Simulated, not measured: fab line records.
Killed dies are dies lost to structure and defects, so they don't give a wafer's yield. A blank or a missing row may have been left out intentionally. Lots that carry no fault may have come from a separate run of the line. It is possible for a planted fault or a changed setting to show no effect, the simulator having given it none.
Problem report in the 8D (eight disciplines) form, filled by code || flow n5Finfet || the parts of the form that need people (team, actions taken, sign-off) are left out

== 1. PROBLEM STATEMENT ==
plateTempC at N5_FIN_CUT_COAT_18 reads a mean of 208.47 C on 6 wafers of 2 lots; wafers without a fault read 249.99 C with a standard deviation of 0.16. That is -99 or more standard deviations from the usual mean.
The step: time 60 s, resist thk 230 nm.
Seen first at day 6 08:08 on lithoTrack-05, wafer L828.3. The record holds 12 wafers of 4 lots with a number at this step. Rule for "out" (also "out of limits"): further than 4 standard deviations from the usual mean. All remaining wafers that have a number are taken as sound.

== 2. WHAT IT IS AND WHAT IT IS NOT ==
{"question": "which readings at this step", "is": "plateTempC, heaterPowerTotalW", "is not": "-"}
{"question": "which lots", "is": "L828, L829", "is not": "L811, L834"}
{"question": "which wafers of those lots", "is": "all that have a number", "is not": "-"}
{"question": "read on which tools", "is": "lithoTrack-05", "is not": "lithoTrack-03"}
{"question": "when", "is": "from day 6 08:08", "is not": "up to then (3 sound wafers); but 3 sound wafers of L834 came after"}

== 3. SUSPECTS, AND WHAT RULES EACH OUT ==
Counting: any tool at a process step up to the reading is kept as a suspect provided that every lot that is out went through it and no sound lot did after the first of them.
- lithoTrack-05 at N5_FIN_CUT_COAT_18 (time 60 s, resist thk 230 nm): kept. It ran every lot that is out, first L828 (day 6 08:08), and no sound lot after that; its last sound lot up to then is L811 (day 2 03:18). Its own heaterPowerTotalW, plateTempC readings are out on those wafers.
Remaining after the count: lithoTrack-05 at N5_FIN_CUT_COAT_18.

== 4. THE CAUSE (what the simulator had put in) ==
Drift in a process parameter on lithoTrack-05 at N5_FIN_CUT_COAT_18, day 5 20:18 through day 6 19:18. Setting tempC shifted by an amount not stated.
The count eliminated every tool but this one.

== 5. THE EFFECT CHAIN, in route order ==
One row per reading whose mean, taken over the struck wafers that have a number, lies over 3 standard deviations from the usual. Readings are gone through only where the record gives a usual standard deviation; hours: the median, over the lots, of the time from a lot's start at the first step in this table giving one to that lot's start at this step; sigmas: the change measured in usual standard deviations.
{"hours": 0, "step": "N5_FIN_CUT_COAT_18", "reading": "heaterPowerTotalW", "usual": "500.5 W", "on struck wafers": 399.0, "change": -101.5, "sigmas": -56}
{"hours": 0, "step": "N5_FIN_CUT_COAT_18", "reading": "plateTempC", "usual": "249.99 C", "on struck wafers": 208.47, "change": -41.52, "sigmas": "-99 or more"}
Its process steps:
- N5_FIN_CUT_COAT_18: time 60 s, resist thk 230 nm.

== 6. HOW IT WOULD HAVE BEEN CAUGHT EARLIER ==
In this record no reading fell out of limits until day 6 08:08, 12 hours after the fault had begun at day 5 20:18.
